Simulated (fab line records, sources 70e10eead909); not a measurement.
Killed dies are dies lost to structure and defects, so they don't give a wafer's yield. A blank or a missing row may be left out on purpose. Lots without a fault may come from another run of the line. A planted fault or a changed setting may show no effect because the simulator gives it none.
fab line records | flow nand_harc
record lots=14 wafers=42 last_day=25
route steps=1159 shown A_CONTACT@884 A_BONDPAD@1078 THIN_TSV@1136 END@1159
lots that met no fault: from a run of the same line without faults
start_h: hours from the record's first day to the start of the lot's first wafer shown | wait_h: hours since the lot's step before | " the same as in the row above | L1.1+2: a row that stands for several wafers | - no value, or no start given | * or withheld: withheld | < > ~ a bound
route shown NAME@n: a module of which the file shows steps, and the number in the route of the first | usual: mean/standard deviation of fault-free wafers | same: alike in all rows | chamber/n: place in a boat | sites: the reading at each site | _std_site: their standard deviation | _edge_site: outer sites' mean less inner sites' | radius_mm: how far each site lies from the wafer's centre | mask NAME#n: copy n | behind: the tool/chamber that last shaped the wafer | hold: why the lot was held/for how many hours/how that ended | device: the transistor (n, p or np) that didn't switch | end of line: the same wafers' tests at the end of the route | a step without rows: its recipe alone | killed: dies lost to structure and defects at the first sort, not the wafer's yield | map: a wafer's dies, x killed, . not, _ none there
set.NAME: the setting as run; set.NAME@STEP: as run at that earlier step | model.NAME: the simulator's own value behind a step, which no gauge read
steps of the route over a sample of lots; a table a step, a row a wafer
services: from which hour (start_h, from the record's first day; less than 0 if before it) a tool's chamber was out of use, for how many hours, and why
## steps
# step NHARC_A_CONTACT_DEP_57
# recipe target_thk_a=28000 temp_c=400 material=aC
# usual throttle_valve_pct=35.002/0.0092
# columns lot.wafer tool chamber start_h wait_h throttle_valve_pct
L528.1 acl_dep-02 0 380.48 - 34.995
L528.2 " 0 " " 35.004
L528.3 " 0 " " 35.013
L531.1 acl_dep-01 0 383.74 - 34.993
L531.3 " 0 " " 34.984
L531.4 " 0 " " 34.998
L530.2 acl_dep-02 0 403.56 - 35.010
L530.5 " 0 " " 35.017
L530.6 " 0 " " 35.004
L535.1 acl_dep-02 0 413.74 - 34.993
L535.2 " 0 " " 35.012
L535.5 " 0 " " 34.990
L534.1 acl_dep-01 0 420.91 - 35.006
L534.5 " 0 422.06 - 34.994
L534.6 " 0 " " 34.994
L536.1 acl_dep-01 0 430.40 - 34.996
L536.2 " 0 " " 34.989
L536.5 " 0 " " 34.998
L544.1 acl_dep-02 0 469.42 - 34.993
L544.4 " 0 " " 34.993
L544.6 " 0 " " 35.001
L546.1 acl_dep-02 0 473.80 - 35.019
L546.2 " 0 " " 34.999
L546.6 " 0 475.24 - 35.007
L543.1 acl_dep-03 0 479.03 - 35.000
L543.3 " 0 " " 35.012
L543.6 " 0 " " 35.015
L548.2 acl_dep-01 0 495.21 - 34.987
L548.4 " 0 " " 34.994
L548.5 " 0 " " 35.003
L549.3 acl_dep-01 0 499.21 - 35.005
L549.4 " 0 " " 35.001
L549.5 " 0 " " 35.017
L550.1 acl_dep-01 0 503.73 - 35.003
L550.2 " 0 " " 35.007
L550.6 " 0 505.15 - 34.992
L547.1 acl_dep-01 0 505.43 - 35.001
L547.3 " 0 " " 35.005
L547.6 " 0 " " 34.987
L551.3 acl_dep-02 0 512.30 - 34.984
L551.4 " 0 " " 35.011
L551.6 " 0 " " 34.997
# step NHARC_A_BONDPAD_CD_MEAS_13
# usual cd_nm=498.9/2.4
# columns lot.wafer tool chamber start_h wait_h cd_nm
L528.1 cd_sem-01 - 415.47 - 502.1
L528.2 " - " " 503.3
L528.3 " - " " 500.1
L531.1 cd_sem-02 - 416.20 - 501.6
L531.3 " - " " 498.7
L531.4 " - " " 496.8
L530.2 cd_sem-01 - 435.98 - 503.7
L530.5 " - " " 502.2
L530.6 " - " " 501.8
L535.1 cd_sem-03 - 452.08 - 498.2
L535.2 " - " " 497.1
L535.5 " - " " 502.4
L534.1 cd_sem-03 - 453.58 - 496.0
L534.5 " - " " 497.4
L534.6 " - " " 498.4
L536.1 cd_sem-02 - 463.33 - 499.2
L536.2 " - " " 496.4
L536.5 " - " " 493.3
L544.1 cd_sem-02 - 519.37 - 499.0
L544.4 " - " " 498.5
L544.6 " - " " 496.5
L546.1 cd_sem-03 - 520.66 - 497.3
L546.2 " - " " 499.2
L546.6 " - " " 500.6
L543.1 cd_sem-03 - 521.27 - 494.9
L543.3 " - " " 500.6
L543.6 " - " " 499.2
L548.2 cd_sem-02 - 526.33 - 497.4
L548.4 " - " " 495.7
L548.5 " - " " 494.3
L549.3 cd_sem-01 - 529.30 - 500.3
L549.4 " - " " 500.1
L549.5 " - " " 501.1
L550.1 cd_sem-03 - 536.19 - 502.0
L550.2 " - " " 500.1
L550.6 " - " " 499.4
L547.1 cd_sem-03 - 545.32 - 500.5
L547.3 " - " " 499.3
L547.6 " - " " 496.7
L551.3 cd_sem-03 - 549.77 - 499.3
L551.4 " - " " 500.7
L551.6 " - " " 500.4
# step NHARC_A_BONDPAD_INSPECT_23
# usual raw_defect_count=448/110
# columns lot.wafer tool chamber start_h wait_h raw_defect_count
L528.1 defect_inspect-02 - 417.69 0.0 629
L528.2 " - " " 587
L528.3 " - " " 417
L531.1 defect_inspect-02 - 418.43 0.0 527
L531.3 " - " " 366
L531.4 " - " " 876
L530.2 defect_inspect-02 - 438.25 0.1 367
L530.5 " - " " 386
L530.6 " - " " 289
L535.1 defect_inspect-02 - 454.74 0.0 431
L535.2 " - " " 397
L535.5 " - " " 406
L534.1 defect_inspect-02 - 455.81 0.0 427
L534.5 " - " " 378
L534.6 " - " " 426
L536.1 defect_inspect-02 - 465.57 0.0 254
L536.2 " - " " 329
L536.5 " - " " 428
L544.1 defect_inspect-02 - 521.61 0.0 279
L544.4 " - " " 285
L544.6 " - " " 296
L546.1 defect_inspect-02 - 523.10 0.0 305
L546.2 " - " " 380
L546.6 " - " " 367
L543.1 defect_inspect-02 - 523.51 0.0 324
L543.3 " - " " 277
L543.6 " - " " 320
L548.2 defect_inspect-02 - 528.58 0.0 358
L548.4 " - " " 565
L548.5 " - " " 467
L549.3 defect_inspect-01 - 531.59 0.0 382
L549.4 " - " " 398
L549.5 " - " " 372
L550.1 defect_inspect-01 - 538.48 0.1 392
L550.2 " - " " 320
L550.6 " - " " 543
L547.1 defect_inspect-01 - 547.62 0.0 512
L547.3 " - " " 498
L547.6 " - " " 482
L551.3 defect_inspect-01 - 552.06 0.0 441
L551.4 " - " " 391
L551.6 " - " " 509
# step NHARC_THIN_TSV_DEGAS_53
# recipe temp_c=300 time_s=60
# usual heater_power_w=462/43
# columns lot.wafer tool chamber start_h wait_h heater_power_w
L528.3 pvd_sputter-02 - 438.26 0.1 467
L528.1 " - " " 487
L528.2 " - " " 410
L531.1 pvd_sputter-01 - 439.54 0.1 522
L531.4 " - " " 526
L531.3 " - " " 506
L530.2 pvd_sputter-02 - 454.40 0.1 452
L530.5 " - " " 397
L530.6 " - " " 463
L535.2 pvd_sputter-03 - 471.83 0.1 522
L535.1 " - " " 420
L535.5 " - " " 423
L534.1 pvd_sputter-03 - 474.30 0.1 512
L534.5 " - " " 413
L534.6 " - " " 414
L536.1 pvd_sputter-03 - 485.71 0.1 409
L536.2 " - " " 426
L536.5 " - " " 423
L544.1 pvd_sputter-02 - 541.08 0.1 408
L544.4 " - " " 485
L544.6 " - " " 474
L546.2 pvd_sputter-03 - 544.61 0.1 418
L546.1 " - " " 509
L546.6 " - " " 423
L543.1 pvd_sputter-02 - 547.14 0.1 478
L543.3 " - " " 398
L543.6 " - " " 470
L549.4 pvd_sputter-01 - 548.88 0.1 510
L549.3 " - " " 534
L549.5 " - " " 435
L548.4 pvd_sputter-03 - 549.13 0.1 422
L548.2 " - " " 413
L548.5 " - " " 506
L550.2 pvd_sputter-02 - 555.75 0.1 407
L550.1 " - " " 480
L550.6 " - " " 402
L547.1 pvd_sputter-02 - 565.78 0.1 477
L547.3 " - " " 485
L547.6 " - " " 475
L551.4 pvd_sputter-01 - 566.81 0.1 526
L551.3 " - " " 418
L551.6 " - " " 510
# step NHARC_END_SORT_01
# recipe temp_c=25
# usual killed_at_array=26/9.1 killed_at_other=0.7/0.9 killed_at_periphery=3.6/2.8 killed_dies=30/9.2 killed_open=3.0/1.9 killed_short=2.0/1.4
# same gross_dies=677
# columns lot.wafer tool chamber start_h wait_h killed_at_array killed_at_other killed_at_periphery killed_dies killed_open killed_short
L534.1 prober-01 0 481.75 2.5 278 2 3 283 0 2
L534.5 prober-01 0 484.89 3.6 298 2 4 304 0 1
L534.6 prober-01 0 485.67 3.9 272 1 2 275 3 0
L536.1 prober-01 0 497.23 2.5 305 0 2 307 3 0
L536.2 prober-01 0 498.03 2.8 329 3 3 335 3 3
L536.5 prober-01 0 500.42 3.7 270 1 2 273 3 1
# killed by level:class
L534.1 A_CONTACT:area_dep=262 A_CHANNEL_HOLE_D1:chamber_film_flake=4 A_STAIRCASE:chamber_film_flake=4 A_CONTACT:chamber_film_flake=4 A_M0:chamber_film_flake=2 THIN_TSV:chamber_film_flake=2 P_GATE:geometric_particle:short=1 A_SGD_CUT:geometric_particle:short=1
L534.5 A_CONTACT:area_dep=289 A_CONTACT:chamber_film_flake=3 P_STI:chamber_film_flake=2 P_GATE:chamber_film_flake=2 A_STAIRCASE:chamber_film_flake=2 THIN_TSV:chamber_film_flake=2 A_WL_FILL:geometric_particle:short=1 A_CHANNEL_HOLE_D1:chamber_film_flake=1
L534.6 A_CONTACT:area_dep=258 A_CHANNEL_HOLE_D1:chamber_film_flake=4 A_CONTACT:chamber_film_flake=4 A_CHANNEL_FILL_D1:chamber_film_flake=2 P_CONTACT:geometric_particle:open=1 A_ONON_D1:geometric_particle:open=1 A_M0:geometric_particle:open=1 P_CONTACT:chamber_film_flake=1
L536.1 A_CONTACT:area_dep=283 A_CHANNEL_HOLE_D1:chamber_film_flake=12 A_CONTACT:chamber_film_flake=4 A_STAIRCASE:chamber_film_flake=3 P_M0:geometric_particle:open=1 P_M1:geometric_particle:open=1 A_M0:geometric_particle:open=1 A_ZERO_WELL:chamber_film_flake=1
L536.2 A_CONTACT:area_dep=299 A_CHANNEL_HOLE_D1:chamber_film_flake=13 A_STAIRCASE:chamber_film_flake=10 A_CONTACT:chamber_film_flake=3 THIN_TSV:chamber_film_flake=3 P_CONTACT:geometric_particle:short=1 P_M1:geometric_particle:open=1 A_CHANNEL_FILL_D1:geometric_particle:short=1
L536.5 A_CONTACT:area_dep=252 A_CHANNEL_HOLE_D1:chamber_film_flake=10 A_STAIRCASE:chamber_film_flake=3 A_CONTACT:geometric_particle:open=2 A_CONTACT:chamber_film_flake=2 P_CONTACT:geometric_particle:short=1 P_M0:geometric_particle:open=1 A_ZERO_WELL:chamber_film_flake=1
## services
# columns tool chamber start_h hours kind
pvd_sputter-02 - 401.47 10.0 pm
acl_dep-03 - 407.85 13.0 pm
pvd_sputter-01 - 448.68 4.1 repair
pvd_sputter-03 - 456.15 2.1 repair
acl_dep-01 - 476.39 13.0 pm
pvd_sputter-01 - 514.05 10.0 pm
acl_dep-02 - 534.70 13.0 pm
## key
first_sign step=NHARC_END_SORT_01 reading=killed_at_array direction=up sigmas=29 usual=26 struck=292
effect step=NHARC_END_SORT_01 reading=killed_dies direction=up sigmas=29 usual=30 struck=296
more_kills_born_at NHARC_A_CONTACT_DEP_57@acl_dep-01=1643
met_at NHARC_A_CONTACT_DEP_57
struck_lots L534,L536
struck_wafers L534.1,L534.5,L534.6,L536.1,L536.2,L536.5
tester_left_out L534,L536
not_acting_at NHARC_A_BONDPAD_CD_MEAS_13,NHARC_A_BONDPAD_INSPECT_23,NHARC_THIN_TSV_DEGAS_53
onset_between 383.74 420.91
fault kind=process_parameter_drift tool=acl_dep-01 chamber=0 onset_h=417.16 steps=NHARC_A_CONTACT_DEP_57 channel=target_thk_a offset=* shape=step end_h=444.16 acts_in=* stated=*
# tester_left_out: of these lots the tester's yield and bins aren't shown, on N5 and GAA mostly nor the transistor test; their killed dies are dies lost to structure and defects alone, not to doping, threshold or leakage, so they don't give the yield
